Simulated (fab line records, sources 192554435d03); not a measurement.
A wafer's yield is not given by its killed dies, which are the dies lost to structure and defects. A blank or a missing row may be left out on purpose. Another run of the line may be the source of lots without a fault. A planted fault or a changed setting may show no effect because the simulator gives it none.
Chamber matching | flow n5Finfet | N5_FIN_SAQP_ETCH_51 on rieDiel-05 has 4 sister chambers
The step etches SiARC in CF4, target depth 45.5 nm, time 75.8 s. 4 wafers are shown with their chamber, then 7 later ones without.

## WAFERS WITH THEIR CHAMBER
wafer  | chamber | showerheadPlenumPTorr (Torr)
L079.4 | 3       | 2.21
L086.4 | 2       | 2.03
L090.1 | 0       | 2.22
L090.4 | 1       | 1.99

## WAFERS WHOSE CHAMBER IS MISSING
wafer  | showerheadPlenumPTorr (Torr)
L090.5 | 2.22
L092.1 | 1.99
L092.3 | 2.22
L092.5 | 2.22
L096.1 | 1.99
L096.2 | 2.28
L096.3 | 2.20

## WHICH CHAMBER EACH ONE RAN IN
wafer  | from the rows above     | in truth
L090.5 | can't be placed: 0 or 3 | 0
L092.1 | can't be placed: 1 or 2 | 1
L092.3 | can't be placed: 0 or 3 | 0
L092.5 | can't be placed: 0 or 3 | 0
L096.1 | can't be placed: 1 or 2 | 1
L096.2 | can't be placed: 0 or 3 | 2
L096.3 | can't be placed: 3 or 0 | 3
0 of 7 placed correctly. Not placeable from these rows: 7 (in 6, the candidates include the true chamber). 0 placed wrongly.
How it was worked out, from the rows above alone: a wafer's distance from a chamber is the root of the sum, over the readings, of the square of ((its reading less the chamber's mean) divided by the reading's scatter). If the next closest chamber is less than 2 further off than the closest, the wafer can't be placed; otherwise it belongs to the closest. Each chamber's mean is taken over the wafers shown for it. The scatter: root of mean squared gap, hidden wafer to nearest shown wafer, with one shown wafer a chamber.
